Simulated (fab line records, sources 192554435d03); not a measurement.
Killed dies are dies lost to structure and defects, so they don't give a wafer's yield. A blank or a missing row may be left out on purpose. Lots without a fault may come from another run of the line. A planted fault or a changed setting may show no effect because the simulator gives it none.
Chamber matching | flow n5_finfet | N5_BEOL_M5_PECVD_70 on pecvd-03: 3 sister chambers
The step deposits SiO2 from TEOS/O2, target thk 16 nm, time 18 s. 3 wafers are shown with their chamber, then 10 later ones without.

WAFERS WITH THEIR CHAMBER
wafer  | chamber | throttle_valve_pct (%)
L085.2 | 1       | 23.1
L084.2 | 0       | 20.8
L084.4 | 2       | 21.0

WAFERS WITHOUT THEIR CHAMBER
wafer  | throttle_valve_pct (%)
L084.6 | 22.9
L086.3 | 23.1
L086.4 | 21.1
L086.5 | 23.1
L094.1 | 22.9
L094.5 | 23.0
L094.6 | 20.8
L096.1 | 20.8
L096.2 | 23.2
L096.4 | 21.2

WHICH CHAMBER EACH WENT THROUGH
wafer  | from the rows above     | in truth
L084.6 | 1                       | 1
L086.3 | 1                       | 1
L086.4 | can't be placed: 2 or 0 | 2
L086.5 | 1                       | 1
L094.1 | 1                       | 1
L094.5 | 1                       | 1
L094.6 | can't be placed: 0 or 2 | 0
L096.1 | can't be placed: 0 or 2 | 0
L096.2 | 1                       | 1
L096.4 | can't be placed: 2 or 0 | 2
Placed correctly: 6 of 10. Can't be placed from these rows: 4 (the true chamber is among the candidates in 4). Placed wrongly: 0.
How it was worked out, from the rows above alone: a wafer's distance from a chamber is the root of the sum, over the readings, of the square of ((its reading less the chamber's mean) divided by the reading's scatter). The wafer belongs to the nearest chamber; if the next one is less than 2 further off, it can't be placed. A chamber's mean is the mean of its shown wafers. The scatter: with one shown wafer a chamber, the root of the mean of the squares of how far each hidden wafer lies from its nearest shown one.
